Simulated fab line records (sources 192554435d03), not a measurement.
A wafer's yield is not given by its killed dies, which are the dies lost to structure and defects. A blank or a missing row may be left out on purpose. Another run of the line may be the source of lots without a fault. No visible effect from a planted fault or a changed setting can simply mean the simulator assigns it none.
Struck lot and sound lot, side by side || flow n5-finfet || 16 out of 1938 route steps
Sound: wafers L891.2, L891.3, L891.5. Struck: wafer L907.1 (L907.2, L907.5, from the same lot, were not struck and are left out); the cause is given at the end.
For every step that has rows: the tool of each side, followed by ch and its chambers, followed by its first start. Under that, the readings that differ: sound wafers || struck wafers || difference of the means || sigmas: that difference in standard deviations of wafers without a fault.
alike: readings with means less than 2 such deviations apart, plus words and numbers identical on both sides. not compared: withheld readings, readings lacking a value on some wafer, bounds such as >300 that could conceal the same value, and numbers that have no deviation in the record and whose values overlap.
Wherever a step has rows on one side only, a row that says differs or no value, or a row with sigmas, the two part there. Numbers that don't overlap but have no deviation are shown without sigmas and don't part them. A reading missing from all wafers of one side parts the sides only when that side holds two or more wafers.

first, 6 steps without rows for these wafers: N5_BEOL_M3_COAT_22 (resist thk 30 nm); N5_BEOL_M3_EBR_24; N5_BEOL_M3_SOFTBAKE_23 (time 60 s); N5_BEOL_M3_EXPOSE_25 (exposes mask V2, defocus 5 nm); N5_BEOL_M3_PEB_26 (peb time 60 s); N5_BEOL_M3_DEVELOP_27 (develop time 30 s).
N5_BEOL_M3_CD_MEAS_28: target cd 25.7 nm, target cd y 23.3 nm.
  sound on cd-sem-02 ch 0, day 7 06:19; struck on cd-sem-01 ch 0, day 11 16:53
  alike: cd-nm
N5_BEOL_M3_OVL_MEAS_29:
  sound on overlay-01 ch 0, day 7 06:22; struck on overlay-01 ch 0, day 11 16:55
  alike: V2_OVL
N5_BEOL_M3_INSPECT_30: inspects for defects (brightfield).
  sound: defect-inspect-01 at day 7 06:25; struck: defect-inspect-01 at day 11 17:01
  alike: raw-defect-count
N5_BEOL_M3_DESCUM_33: chemistry O2, time 7 s.
  sound on rie-diel-03 ch 1,2, day 7 06:51; struck on rie-diel-05 ch 3, day 11 17:04
{"reading": "throttle-valve-pct (%)", "sound": "20.29 20.20 20.21", "struck": 20.87, "difference": "+0.64", "sigmas": "+4"}
  alike: bias-power-w, drypump-motor-current-A, oes-product-au, rf-vpp-V, showerhead-plenum-p-Torr
  not compared: rf-hours-counter-h
N5_BEOL_M3_ETCH_77: etches underlayer in N2/H2, target depth 6.5 nm, time 5.2 s.
  sound on rie-diel-03 ch 1,2, day 7 06:53; struck on rie-diel-05 ch 3, day 11 17:05
{"reading": "throttle-valve-pct (%)", "sound": "17.76 17.63 17.65", "struck": 18.22, "difference": "+0.54", "sigmas": "+2"}
  alike: drypump-motor-current-A, etch-rf-on-time-s, oes-product-au, rf-vpp-V, showerhead-plenum-p-Torr
  not compared: rf-hours-counter-h
N5_BEOL_M3_ETCH_69: etches SiARC in CF4, target depth 15.6 nm, time 26 s.
  sound on rie-diel-03 ch 1,2, day 7 06:54; struck on rie-diel-05 ch 3, day 11 17:07
{"reading": "cf4-flow-sccm (sccm)", "sound": "99.8 99.8 99.9", "struck": 100.5, "difference": "+0.7", "sigmas": "+2"}
{"reading": "throttle-valve-pct (%)", "sound": "15.62 15.46 15.45", "struck": 16.04, "difference": "+0.53", "sigmas": "+3"}
  alike: drypump-motor-current-A, etch-rf-on-time-s, oes-product-au, rf-vpp-V, showerhead-plenum-p-Torr
  not compared: rf-hours-counter-h
N5_BEOL_M3_ALD_98: deposits SiO2, target thk 2.5 nm, pulse time 1 s, co reactant pulse time 1 s.
  sound on ald-sin-04 ch 0,1, day 7 06:59; struck on ald-sin-02 ch 0, day 11 17:27
{"reading": "ald-cycles", "sound": "17 17 17", "struck": 16, "difference": -1, "sigmas": ""}
  alike: heater-power-w, precursor-pulse-height-rel
N5_BEOL_M3_ETCHBACK_99: etches SiO2 in CHF3, target depth 5 nm, time 10.4 s.
  sound on rie-diel-05 ch 1,2,3, day 7 11:04; struck on rie-diel-01 ch 3, day 11 22:36
{"reading": "rf-vpp-V (V)", "sound": "244 255 241", "struck": 229, "difference": -18, "sigmas": -2}
  alike: drypump-motor-current-A, oes-product-au, showerhead-plenum-p-Torr, throttle-valve-pct
  not compared: rf-hours-counter-h
N5_BEOL_M4_RC_MEAS_101:
  sound on prober-01 ch 0, day 8 07:19; struck on prober-01 ch 0, day 12 12:32
  alike: DIBL_N, DIBL_P, IOFF_N, IOFF_P, ION_N, ION_P, SS_N, SS_P, VT_N, VT_P
-- record jumps: 5 days separate the struck wafers' starts on either side; left off in module BEOL_M4, taken up again in module PASSIVATION, whose first shown step is the route's number 1936 --
N5_PASSIVATION_PROBE_49:
  sound: prober-02 at day 12 19:03; struck: prober-01 at day 17 08:07
  alike: defect-limited-yield, killed_at_M0_to_M3, killed_at_M4_up, killed-at-contacts, killed-at-front-end, killed-at-other, killed-dies, killed-open, killed-short, sort_bin_4_leakage, sort_bin_5_function, sort_bin_6_memory, sort-n-pass, sort-yield-pct

WHERE THEY PART
Last at N5_BEOL_M3_ETCHBACK_99 as far as this record goes, first at N5_BEOL_M3_DESCUM_33. Later steps at which nothing parts them and some readings are alike: N5_BEOL_M4_RC_MEAS_101, N5_PASSIVATION_PROBE_49.

WHY: what the simulator had put in
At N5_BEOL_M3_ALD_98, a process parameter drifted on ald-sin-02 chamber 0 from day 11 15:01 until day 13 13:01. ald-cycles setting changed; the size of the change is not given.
